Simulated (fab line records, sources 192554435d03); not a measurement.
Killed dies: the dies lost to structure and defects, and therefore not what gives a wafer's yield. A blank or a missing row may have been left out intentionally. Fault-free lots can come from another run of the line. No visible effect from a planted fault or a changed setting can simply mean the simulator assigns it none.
fab line records    flow n5-finfet
record lots=9  wafers=27  last-day=18
route steps=1938 shown BEOL_M5@1153 PASSIVATION@1916
lots that met no fault: taken from a fault-free run of the same line
start-h: the number of hours between the record's first day and the start of the first shown wafer of the lot    wait-h: time in hours since the lot's previous step    " as in the row above    L1.1+2: several wafers, shown together as one row    - no value present, or no start provided    * or withheld: withheld    < > ~ a bound
route shown NAME@n: NAME is a module with steps in the file, n the number in the route of the first one    usual: average and standard deviation across the fault-free wafers    same: alike in all rows    chamber/n: place in a boat    sites: each site's reading    _std_site: their standard deviation    _edge_site: the outer-site mean with the inner-site mean subtracted    radius-mm: how far each site lies from the wafer's centre    mask NAME#n: copy n    behind: the tool/chamber that last shaped the wafer    hold: the reason the lot was held/the length of the hold in hours/how it ended    device: names the non-switching transistor (n, p or np)    end of line: the same wafers' tests at the end of the route    a step without rows: its recipe alone    killed: dies that structure and defects cost at the first sort, which is not the same as the wafer's yield    map: shows each die of a wafer: x if killed, . if not, _ if none is there
set.NAME: setting as actually run; set.NAME@STEP: the setting as run at that earlier step    model.NAME: the simulator's own value behind a step, which no gauge read
route steps across a sampled set of lots; one table per step, one row per wafer
services: from which hour (start-h, from the record's first day; less than 0 if before it) a tool's chamber was out of use, for how many hours, and why
## steps
# step N5_BEOL_M5_ETCH_67
# recipe chemistry=CF4  target=SiARC  target-depth-a=156  mask-material=CAR-EUV  time-s=26  ion-energy-ev=80  pressure-mtorr=40  source-w=545  bias-w=36  Ar_flow_sccm=100  cf4-flow-sccm=100  ends=cleared
# usual drypump-motor-current-A=5.4/0.32  etch-rf-on-time-s=25.7/0.44  oes-product-au=0.70/0.079  rf-fwd-power-W=531.6/1.6  rf-vpp-V=183.9/1.2  showerhead-plenum-p-Torr=2.13/0.067  throttle-valve-pct=15.54/0.2
lot.wafer  tool         chamber  start-h  wait-h  drypump-motor-current-A  etch-rf-on-time-s  oes-product-au  rf-fwd-power-W  rf-hours-counter-h  rf-vpp-V  showerhead-plenum-p-Torr  throttle-valve-pct
L901.2     rie-diel-04  0        224.27   0.0     5.1                      25.6               0.81            529.9           12                  183.5     2.10                      15.61
L901.3     "            2        "        "       5.8                      25.3               0.83            531.2           4                   185.9     2.28                      15.57
L901.4     "            3        "        "       5.6                      25.8               0.73            531.8           68                  183.2     2.09                      15.26
L902.4     rie-diel-04  0        230.71   0.0     5.1                      25.6               0.80            530.1           14                  183.4     2.10                      15.59
L902.5     "            3        "        "       5.6                      26.0               0.73            529.8           -                   183.1     2.09                      15.26
L902.6     "            2        "        "       5.9                      25.8               0.82            530.1           -                   185.4     2.28                      15.56
L908.1     rie-diel-06  3        276.91   0.0     5.9                      26.5               0.75            532.9           40                  183.5     2.09                      15.49
L908.3     "            2        "        "       5.4                      26.1               0.79            529.6           14                  185.4     2.27                      15.49
L908.4     "            0        "        "       5.3                      26.4               0.62            533.4           181                 185.9     2.13                      16.04
L914.1     rie-diel-04  3        305.96   0.0     5.6                      25.6               0.72            533.7           92                  182.2     2.08                      15.32
L914.3     "            1        "        "       5.1                      25.4               0.63            530.3           174                 183.0     2.13                      15.42
L914.6     "            0        "        "       5.1                      25.4               0.77            531.2           -                   182.8     2.09                      15.64
L912.2     rie-diel-04  3        311.70   0.0     5.6                      25.7               0.71            532.3           94                  182.7     2.08                      15.30
L912.3     "            1        "        "       5.2                      25.5               0.63            532.5           176                 185.5     2.13                      15.42
L912.6     "            1        "        "       5.1                      25.4               0.62            533.4           -                   184.2     2.13                      15.43
L916.2     rie-diel-04  1        316.16   0.0     5.2                      25.6               0.62            531.9           177                 183.9     2.13                      15.43
L916.3     "            0        "        "       5.1                      25.4               0.76            531.2           39                  183.5     2.09                      15.64
L916.6     "            3        "        "       5.6                      25.9               0.71            534.4           -                   183.2     2.08                      15.30
L915.1     rie-diel-02  1        320.25   0.0     5.8                      25.5               0.79            530.4           15                  184.4     2.19                      15.24
L915.2     "            2        "        "       6.0                      26.1               0.61            531.7           202                 186.7     2.13                      15.78
L915.5     "            1        "        "       5.8                      25.4               0.79            532.2           -                   185.5     2.19                      15.24
L917.4     rie-diel-04  0        327.25   0.0     5.1                      25.7               0.75            531.4           42                  184.6     2.09                      15.66
L917.5     "            0        "        "       5.1                      25.9               0.76            531.3           -                   182.8     2.09                      15.66
L917.6     "            3        "        "       5.6                      26.0               0.70            531.9           -                   183.4     2.08                      15.33
L918.1     rie-diel-04  2        334.40   0.0     5.8                      25.3               0.78            533.8           31                  183.9     2.27                      15.62
L918.3     "            0        "        "       5.1                      25.3               0.75            532.3           43                  183.7     2.09                      15.65
L918.4     "            1        "        "       5.2                      25.4               0.61            533.5           181                 182.8     2.13                      15.43
# step N5_PASSIVATION_PECVD_35
# recipe material=SiNx  target-thk-a=7000  temp-c=400  precursor=SiH4/NH3/N2  pressure-torr=4.9  rf-w=1406  time-s=151.3
# usual heater-power-outer-w=172/54  heater-power-w=384/98  rf-fwd-power-W=1400/4.2  showerhead-plenum-p-Torr=8.675/0.028  throttle-valve-pct=29.7/1.5
lot.wafer  tool      chamber  start-h  wait-h  heater-power-outer-w  heater-power-w  rf-fwd-power-W  showerhead-plenum-p-Torr  throttle-valve-pct
L901.2     pecvd-03  2        314.63   0.1     95                    311             1401            8.711                     29.5
L901.3     "         0        "        "       207                   460             1396            8.736                     28.5
L901.4     "         0        "        "       236                   504             1399            8.691                     28.9
L902.4     pecvd-01  2        326.57   0.1     192                   432             1412            8.643                     27.0
L902.5     "         1        "        "       251                   425             1398            8.710                     31.1
L902.6     "         0        "        "       284                   636             1399            8.668                     32.9
L908.1     pecvd-04  1        377.95   0.1     156                   346             1404            8.648                     29.3
L908.3     "         2        "        "       124                   280             1399            8.656                     29.2
L908.4     "         1        "        "       170                   357             1402            8.630                     29.4
L914.1     pecvd-01  0        396.69   0.1     168                   478             1396            8.705                     33.2
L914.3     "         0        "        "       212                   550             1407            8.659                     33.0
L914.6     "         1        "        "       143                   275             1406            8.703                     31.1
L912.2     pecvd-04  1        413.13   0.1     90                    250             1400            8.671                     29.4
L912.3     "         2        "        "       185                   365             1404            8.668                     29.3
L912.6     "         0        "        "       216                   440             1395            8.649                     29.6
L915.1     pecvd-03  2        415.17   0.1     181                   430             1400            8.698                     29.8
L915.2     "         0        "        "       240                   524             1394            8.716                     28.8
L915.5     "         1        "        "       120                   284             1401            8.663                     30.1
L916.2     pecvd-01  2        419.19   0.1     135                   342             1395            8.637                     27.1
L916.3     "         1        "        "       244                   421             1402            8.703                     30.5
L916.6     "         2        "        "       166                   393             1396            8.662                     27.0
L918.1     pecvd-04  1        423.31   0.1     71                    232             1396            8.669                     29.2
L918.3     "         2        "        "       148                   320             1395            8.688                     29.4
L918.4     "         1        "        "       108                   291             1393            8.675                     29.3
L917.4     pecvd-04  1        427.17   0.1     157                   354             1403            8.636                     29.5
L917.5     "         2        "        "       173                   353             1402            8.678                     29.3
L917.6     "         0        "        "       220                   446             1406            8.657                     29.3
# step N5_PASSIVATION_DESCUM_46
# recipe chemistry=O2  time-s=7.9  source-power-w=50  bias-power-w=20  pressure-mtorr=20  rf-frequency-hz=2.712e+07  temp-c=40  o2-flow-sccm=225
# usual bias-power-w=20.00/0.064  drypump-motor-current-A=5.63/0.3  oes-product-au=0.82/0.08  rf-fwd-power-W=49.50/0.25  rf-vpp-V=243.6/1.4  showerhead-plenum-p-Torr=2.13/0.087  throttle-valve-pct=20.43/0.19
lot.wafer  tool         chamber  start-h  wait-h  bias-power-w  drypump-motor-current-A  oes-product-au  rf-fwd-power-W  rf-hours-counter-h  rf-vpp-V  showerhead-plenum-p-Torr  throttle-valve-pct
L901.2     rie-diel-03  2        315.15   0.0     19.86         5.49                     1.01            49.53           1                   243.0     2.14                      20.54
L901.3     "            3        "        "       20.00         5.79                     0.93            49.65           16                  244.6     2.23                      20.24
L901.4     "            1        "        "       20.05         6.02                     0.84            49.48           79                  244.9     2.22                      20.60
L902.4     rie-diel-03  3        327.04   0.0     19.97         5.75                     0.92            49.50           20                  244.5     2.23                      20.26
L902.5     "            0        "        "       20.01         5.28                     0.83            49.65           -                   243.7     2.20                      20.24
L902.6     "            3        "        "       19.94         5.76                     0.92            49.35           -                   245.3     2.23                      20.28
L908.1     rie-diel-01  1        379.06   0.5     20.04         5.98                     0.71            49.68           202                 242.6     1.98                      20.51
L908.3     "            3        "        "       19.89         5.48                     0.76            49.73           140                 241.8     2.01                      20.58
L908.4     "            0        "        "       19.98         5.64                     0.73            49.31           206                 240.4     1.99                      20.52
L914.1     rie-diel-05  0        397.39   0.0     20.08         5.60                     0.69            49.02           240                 241.5     2.06                      20.59
L914.3     "            2        "        "       20.02         4.90                     0.80            49.60           107                 243.7     2.11                      20.10
L914.6     "            2        "        "       20.04         4.89                     0.80            49.76           -                   243.7     2.11                      20.10
L912.2     rie-diel-01  1        413.65   0.0     19.94         5.96                     0.70            49.68           216                 241.5     1.98                      20.53
L912.3     "            3        "        "       19.89         5.48                     0.74            49.71           155                 242.9     2.01                      20.60
L912.6     "            2        "        "       19.97         5.89                     0.97            49.24           -                   243.4     2.06                      20.40
L915.1     rie-diel-03  3        415.83   0.0     19.98         5.76                     0.87            49.43           55                  245.4     2.22                      20.32
L915.2     "            1        "        "       20.11         6.04                     0.81            49.04           116                 246.2     2.20                      20.64
L915.5     "            1        "        "       20.06         6.04                     0.80            49.30           -                   245.7     2.20                      20.65
L916.2     rie-diel-01  0        419.86   0.0     19.98         5.67                     0.71            49.36           222                 240.8     1.98                      20.55
L916.3     "            2        "        "       19.97         5.92                     0.97            49.32           4                   244.0     2.06                      20.42
L916.6     "            3        "        "       20.00         5.51                     0.75            49.52           -                   240.6     2.01                      20.61
L918.1     rie-diel-03  3        423.95   0.0     19.96         5.73                     0.86            49.46           57                  246.3     2.22                      20.31
L918.3     "            2        "        "       19.98         5.51                     0.89            49.89           40                  243.8     2.13                      20.58
L918.4     "            1        "        "       19.96         6.04                     0.80            49.21           118                 244.3     2.20                      20.65
L917.4     rie-diel-03  2        427.63   0.0     19.98         5.48                     0.89            49.38           41                  242.6     2.13                      20.59
L917.5     "            0        "        "       20.06         5.28                     0.79            49.82           -                   244.8     2.19                      20.30
L917.6     "            3        "        "       20.01         5.77                     0.84            49.55           -                   245.4     2.22                      20.32
# step N5_PASSIVATION_STRIP_48
# recipe chemistry=O2  power-w=600  temp-c=60  pressure-mtorr=30  rf-frequency-hz=6e+07  bias-power-w=0  overash-fraction=0.5  o2-flow-sccm=225
# usual drypump-motor-current-A=5.63/0.3  oes-product-au=0.82/0.083  rf-vpp-V=3.6/2.4  showerhead-plenum-p-Torr=2.13/0.086  throttle-valve-pct=16.67/0.19
# same bias-power-w=0
lot.wafer  tool         chamber  start-h  wait-h  drypump-motor-current-A  oes-product-au  rf-hours-counter-h  rf-vpp-V  showerhead-plenum-p-Torr  throttle-valve-pct
L901.2     rie-diel-03  2        315.71   0.1     5.53                     0.99            1                   6.0       2.14                      16.75
L901.3     "            3        "        "       5.76                     0.93            17                  6.8       2.24                      16.42
L901.4     "            1        "        "       6.01                     0.82            79                  3.6       2.22                      16.76
L902.4     rie-diel-03  3        327.59   0.1     5.82                     0.94            21                  2.7       2.23                      16.47
L902.5     "            0        "        "       5.28                     0.82            -                   4.1       2.20                      16.49
L902.6     "            3        "        "       5.74                     0.94            -                   4.3       2.24                      16.52
L908.1     rie-diel-01  1        379.61   0.1     5.96                     0.69            202                 2.3       1.99                      16.80
L908.3     "            3        "        "       5.50                     0.76            141                 2.2       2.01                      16.86
L908.4     "            0        "        "       5.71                     0.72            207                 5.9       1.99                      16.87
L914.1     rie-diel-05  0        397.94   0.1     5.53                     0.67            241                 2.8       2.06                      16.81
L914.3     "            2        "        "       4.91                     0.81            107                 2.5       2.11                      16.39
L914.6     "            2        "        "       4.89                     0.82            -                   4.8       2.11                      16.35
L912.2     rie-diel-01  1        414.20   0.1     5.95                     0.70            216                 1.7       1.98                      16.78
L912.3     "            3        "        "       5.44                     0.75            155                 7.1       2.01                      16.81
L912.6     "            2        "        "       5.86                     0.95            -                   5.2       2.06                      16.66
L915.1     rie-diel-03  3        416.38   0.1     5.76                     0.86            55                  2.7       2.22                      16.60
L915.2     "            1        "        "       6.03                     0.77            117                 3.3       2.20                      16.88
L915.5     "            1        "        "       6.04                     0.82            -                   4.6       2.21                      16.79
L916.2     rie-diel-01  0        420.41   0.1     5.62                     0.73            223                 1.5       1.99                      16.86
L916.3     "            2        "        "       5.88                     0.94            5                   4.9       2.06                      16.46
L916.6     "            3        "        "       5.48                     0.77            -                   2.7       2.01                      16.78
L918.1     rie-diel-03  3        424.51   0.1     5.76                     0.86            57                  1.0       2.22                      16.60
L918.3     "            2        "        "       5.44                     0.89            40                  7.2       2.13                      16.76
L918.4     "            1        "        "       6.05                     0.83            118                 5.2       2.20                      16.77
L917.4     rie-diel-03  2        428.18   0.1     5.52                     0.87            41                  5.1       2.13                      16.82
L917.5     "            0        "        "       5.28                     0.79            -                   1.1       2.19                      16.58
L917.6     "            3        "        "       5.72                     0.84            -                   1.8       2.22                      16.58
# step N5_PASSIVATION_PROBE_49
# usual defect-limited-yield=91.2/1.2  killed_at_M0_to_M3=34/9.9  killed_at_M4_up=14/5.7  killed-at-contacts=13/6.3  killed-at-front-end=39/9.9  killed-at-other=3.7/2.8  killed-dies=104/15  killed-open=68/12  killed-short=34/6.7  sort_bin_5_function=5.2/0.9  sort_bin_6_memory=3.3/0.57  sort-n-pass=1076/15  sort-yield-pct=91.2/1.2
# same gross-dies=1180  killed-at-back-side=0  sort_bin_4_leakage[%]=0  sort_bin_8_speed[%]=0
lot.wafer  tool       chamber  start-h  wait-h  defect-limited-yield[%]  killed_at_M0_to_M3  killed_at_M4_up  killed-at-contacts  killed-at-front-end  killed-at-other  killed-dies  killed-open  killed-short  sort_bin_5_function[%]  sort_bin_6_memory[%]  sort-n-pass  sort-yield-pct[%]
L901.2     prober-01  -        318.28   0.1     92.0                     37                  16               15                  24                   2                94           66           28            3.9                     3.8                   1086         92.0
L901.3     prober-01  -        318.33   0.1     91.5                     31                  29               8                   28                   4                100          72           26            5.3                     3.0                   1080         91.5
L901.4     prober-01  -        318.38   0.2     82.5                     34                  131              8                   33                   0                206          63           25            11.7                    4.1                   974          82.5
L902.4     prober-01  -        330.27   0.2     90.4                     40                  18               13                  34                   8                113          79           32            5.6                     3.7                   1067         90.4
L902.5     prober-01  -        330.32   0.2     81.5                     40                  131              7                   38                   2                218          59           38            11.5                    4.7                   962          81.5
L902.6     prober-01  -        330.37   0.3     92.2                     34                  12               12                  32                   2                92           69           22            4.2                     3.3                   1088         92.2
# killed by level:class
L901.2 MOL_CONTACT_COAG:geometric-particle:open=12 BEOL_M0_SAQP:geometric-particle:short=9 BEOL_M3:geometric-particle:open=8 BEOL_M2:geometric-particle:open=8 BEOL_M4:geometric-particle:open=8 BEOL_M0_SAQP:geometric-particle:open=7 FIN_SAQP:geometric-particle:open=5 STI_FIN_REVEAL:geometric-particle:open=5
L901.3 BEOL_M4:geometric-particle:open=15 BEOL_M2:geometric-particle:open=13 FIN_SAQP:geometric-particle:open=9 BEOL_M4:geometric-particle:short=6 MOL_CONTACT_COAG:geometric-particle:open=6 BEOL_M3:geometric-particle:open=6 BEOL_M8:geometric-particle:open=5 STARTING-WAFER:geometric-particle:open=4
L901.4 BEOL_M5:unspecified=117 BEOL_M2:geometric-particle:open=16 FIN_SAQP:geometric-particle:short=9 FIN_SAQP:geometric-particle:open=9 MOL_CONTACT_COAG:geometric-particle:open=7 BEOL_M3:geometric-particle:open=5 BEOL_M0_SAQP:geometric-particle:short=4 STI_FIN_REVEAL:geometric-particle:open=3
L902.4 BEOL_M0_SAQP:geometric-particle:open=15 MOL_CONTACT_COAG:geometric-particle:open=12 BEOL_M0_SAQP:geometric-particle:short=11 FIN_SAQP:geometric-particle:short=8 FIN_SAQP:geometric-particle:open=7 BEOL_M4:geometric-particle:open=7 DUMMY_GATE:geometric-particle:open=5 STI_FIN_REVEAL:geometric-particle:open=4
L902.5 BEOL_M5:unspecified=117 BEOL_M0_SAQP:geometric-particle:open=13 BEOL_M0_SAQP:geometric-particle:short=12 BEOL_M4:geometric-particle:open=8 FIN_SAQP:geometric-particle:open=6 FIN_SAQP:geometric-particle:short=6 MOL_CONTACT_COAG:geometric-particle:open=5 STARTING-WAFER:geometric-particle:short=5
L902.6 BEOL_M0_SAQP:geometric-particle:open=14 MOL_CONTACT_COAG:geometric-particle:open=8 FIN_SAQP:geometric-particle:open=7 BEOL_M0_SAQP:geometric-particle:short=6 FIN_SAQP:geometric-particle:short=5 BEOL_M3:geometric-particle:open=5 BEOL_M5:geometric-particle:open=4 DUMMY_GATE:geometric-particle:open=4
## services
tool         chamber  start-h  hours  kind
pecvd-01     1        201.68   5.7    repair
pecvd-01     0        204.22   8.1    repair
rie-diel-03  0        214.13   6.0    repair
rie-diel-04  2        219.67   1.4    repair
rie-diel-05  3        234.00   1.2    repair
rie-diel-05  0        236.22   7.6    repair
rie-diel-04  2        236.89   15.1   repair
pecvd-03     2        238.59   4.2    repair
rie-diel-01  3        239.74   10.0   repair
rie-diel-05  3        258.31   4.0    repair
pecvd-04     -        286.38   1.6    repair
pecvd-03     1        289.67   10.2   repair
pecvd-01     0        332.94   3.8    repair
pecvd-01     -        333.07   1.1    repair
rie-diel-03  -        346.41   0.8    repair
rie-diel-01  -        356.38   14.6   pm
pecvd-04     -        359.46   3.3    repair
pecvd-01     -        362.84   2.8    pm
pecvd-03     1        373.72   4.7    repair
rie-diel-04  1        375.90   4.3    repair
rie-diel-01  2        385.09   5.6    repair
pecvd-01     2        392.11   5.6    repair
rie-diel-03  -        395.92   2.8    pm
pecvd-01     0        402.29   9.7    repair
## key
first-sign step=N5_PASSIVATION_PROBE_49  reading=killed_at_M4_up  direction=up  sigmas=21  usual=14  struck=131
effect step=N5_PASSIVATION_PROBE_49  reading=killed-dies  direction=up  sigmas=7.4  usual=104  struck=212
more-kills-born-at N5_BEOL_M5_ETCH_67@rie-diel-04=234
met-at N5_BEOL_M5_ETCH_67
struck-lots L901,L902
struck-wafers L901.4,L902.5
not-acting-at N5_PASSIVATION_PECVD_35,N5_PASSIVATION_DESCUM_46,N5_PASSIVATION_STRIP_48
fault kind=chamber-particle-source  tool=rie-diel-04  chamber=3  onset-h=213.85  steps=N5_BEOL_M5_ETCH_67  rate-per-visit-cm2=0.77792  end-h=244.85
